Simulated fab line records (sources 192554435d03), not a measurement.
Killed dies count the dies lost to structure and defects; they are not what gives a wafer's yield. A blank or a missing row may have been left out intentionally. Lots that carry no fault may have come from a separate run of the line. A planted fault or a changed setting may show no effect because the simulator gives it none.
Matching of chambers + flow n5_finfet + N5_BEOL_M3_ETCH_70 on rie_diel-06: 4 sister chambers
The step etches SOC in N2/H2, target depth 80 nm, overetch 16 nm, time 120 s. 18 wafers are shown with their chamber, then 9 later ones without.

WAFERS, EACH WITH ITS CHAMBER
| wafer  | chamber | drypump_motor_current_A (A) | throttle_valve_pct (%) | showerhead_plenum_p_Torr (Torr) |
|--------|---------|-----------------------------|------------------------|---------------------------------|
| L074.3 | 0       | 6.2                         | 17.32                  | 2.54                            |
| L074.4 | 3       | 5.4                         | 17.44                  | 2.47                            |
| L074.6 | 2       | 5.2                         | 17.41                  | 2.60                            |
| L075.1 | 0       | 6.2                         | 17.32                  | 2.54                            |
| L075.3 | 1       | 5.5                         | 17.84                  | 2.61                            |
| L075.6 | 3       | 5.4                         | 17.47                  | 2.47                            |
| L078.2 | 3       | 5.4                         | 17.47                  | 2.46                            |
| L078.4 | 2       | 5.2                         | 17.44                  | 2.60                            |
| L078.6 | 3       | 5.4                         | 17.46                  | 2.46                            |
| L083.2 | 2       | 5.2                         | 17.46                  | 2.60                            |
| L083.3 | 0       | 6.3                         | 17.33                  | 2.53                            |
| L083.4 | 1       | 5.5                         | 17.87                  | 2.60                            |
| L084.2 | 2       | 5.2                         | 17.46                  | 2.60                            |
| L084.4 | 1       | 5.5                         | 17.87                  | 2.60                            |
| L084.5 | 3       | 5.4                         | 17.49                  | 2.46                            |
| L088.3 | 2       | 5.2                         | 17.47                  | 2.59                            |
| L088.5 | 1       | 5.5                         | 17.88                  | 2.60                            |
| L088.6 | 0       | 6.3                         | 17.35                  | 2.53                            |

SIGNATURES (means of the wafers above)
| reading                  | chamber 0 | chamber 1 | chamber 2 | chamber 3 | scatter within a chamber |
|--------------------------|-----------|-----------|-----------|-----------|--------------------------|
| drypump_motor_current_A  | 6.250     | 5.500     | 5.200     | 5.400     | 0.0267                   |
| throttle_valve_pct       | 17.3300   | 17.8650   | 17.4480   | 17.4660   | 0.0191                   |
| showerhead_plenum_p_Torr | 2.5350    | 2.6025    | 2.5980    | 2.4640    | 0.00518                  |
Rule: for each reading, subtract the chamber's mean from the wafer's reading, divide by that reading's scatter and square the result; add these up over the readings and take the root, which gives the wafer's distance from the chamber. The wafer belongs to the nearest chamber; if the next one is less than 2 further off, it can't be placed. The scatter: take each reading less its chamber's mean, square it, sum over the shown wafers, divide by the number of wafers less the number of chambers, and take the root.

WAFERS WHOSE CHAMBER IS MISSING
| wafer  | drypump_motor_current_A (A) | throttle_valve_pct (%) | showerhead_plenum_p_Torr (Torr) |
|--------|-----------------------------|------------------------|---------------------------------|
| L089.2 | 5.5                         | 17.87                  | 2.59                            |
| L089.4 | 6.3                         | 17.35                  | 2.53                            |
| L089.6 | 6.2                         | 17.38                  | 2.53                            |
| L087.2 | 6.3                         | 17.37                  | 2.53                            |
| L087.3 | 5.4                         | 17.50                  | 2.46                            |
| L087.5 | 6.2                         | 17.36                  | 2.53                            |
| L092.1 | 5.4                         | 17.52                  | 2.45                            |
| L092.4 | 5.5                         | 17.30                  | 2.59                            |
| L092.6 | 6.2                         | 17.39                  | 2.52                            |

WHICH CHAMBER EACH WENT THROUGH
| wafer  | from the rows above | in truth                   |
|--------|---------------------|----------------------------|
| L089.2 | 1                   | 1                          |
| L089.4 | 0                   | 0                          |
| L089.6 | 0                   | 0                          |
| L087.2 | 0                   | 0                          |
| L087.3 | 3                   | 3                          |
| L087.5 | 0                   | 0                          |
| L092.1 | 3                   | 3                          |
| L092.4 | 2                   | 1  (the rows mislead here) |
| L092.6 | 0                   | 0                          |
Correct placement for 8 of the 9. Number that these rows cannot place: 0. Wrongly placed: 1.
